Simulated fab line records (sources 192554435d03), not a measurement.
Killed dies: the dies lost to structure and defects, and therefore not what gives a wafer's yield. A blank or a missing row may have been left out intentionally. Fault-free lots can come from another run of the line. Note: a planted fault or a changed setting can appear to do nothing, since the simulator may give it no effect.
Matching of chambers ; flow n5Finfet ; cmp-02 running N5_SDB_CMP_30: 4 sister chambers
The step polishes, stops on poly-Si, t overpolish 1.54 s, target thk 30 nm. 8 wafers are shown with their chamber, then 10 later ones without.

## EACH WAFER AND ITS CHAMBER
wafer;chamber;motorCurrentA (A);timeToEndpointS (s)
L084.1;3;13.0;16.8
L084.5;2;12.7;19.3
L088.3;2;11.7;18.7
L093.3;1;11.8;17.8
L093.5;1;11.5;17.2
L093.6;0;11.8;21.1
L094.2;0;11.9;15.9
L094.5;3;13.5;17.5

## WAFERS WITHOUT THEIR CHAMBER
wafer;motorCurrentA (A);timeToEndpointS (s)
L094.6;11.5;18.6
L095.1;12.1;17.2
L095.2;12.8;16.3
L095.4;12.8;17.5
L096.4;11.6;15.5
L096.5;11.4;17.3
L096.6;10.9;14.0
L097.1;12.1;21.4
L097.2;12.1;19.8
L097.6;11.3;20.0

## WHICH CHAMBER EACH WENT THROUGH
wafer;from the rows above;in truth
L094.6;can't be placed: 1 or 0 or 2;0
L095.1;can't be placed: 0 or 2 or 1 or 3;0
L095.2;can't be placed: 3 or 2 or 0 or 1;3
L095.4;can't be placed: 3 or 2 or 0 or 1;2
L096.4;can't be placed: 1 or 0 or 2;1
L096.5;can't be placed: 1 or 0 or 2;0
L096.6;can't be placed: 1 or 0 or 2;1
L097.1;can't be placed: 2 or 0 or 1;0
L097.2;can't be placed: 2 or 0 or 1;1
L097.6;can't be placed: 0 or 1 or 2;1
Placed correctly: 0 of 10. From these rows, 10 cannot be placed; in 10 the true chamber is one of the candidates. 0 placed wrongly.
How it was worked out, from the rows above alone: a wafer's distance from a chamber is the root of the sum, over the readings, of the square of ((its reading less the chamber's mean) divided by the reading's scatter). The wafer belongs to the nearest chamber; if the next one is less than 2 further off, it can't be placed. The mean given for a chamber averages the wafers shown for that chamber. The scatter: take each reading less its chamber's mean, square it, sum over the shown wafers, divide by the number of wafers less the number of chambers, and take the root.
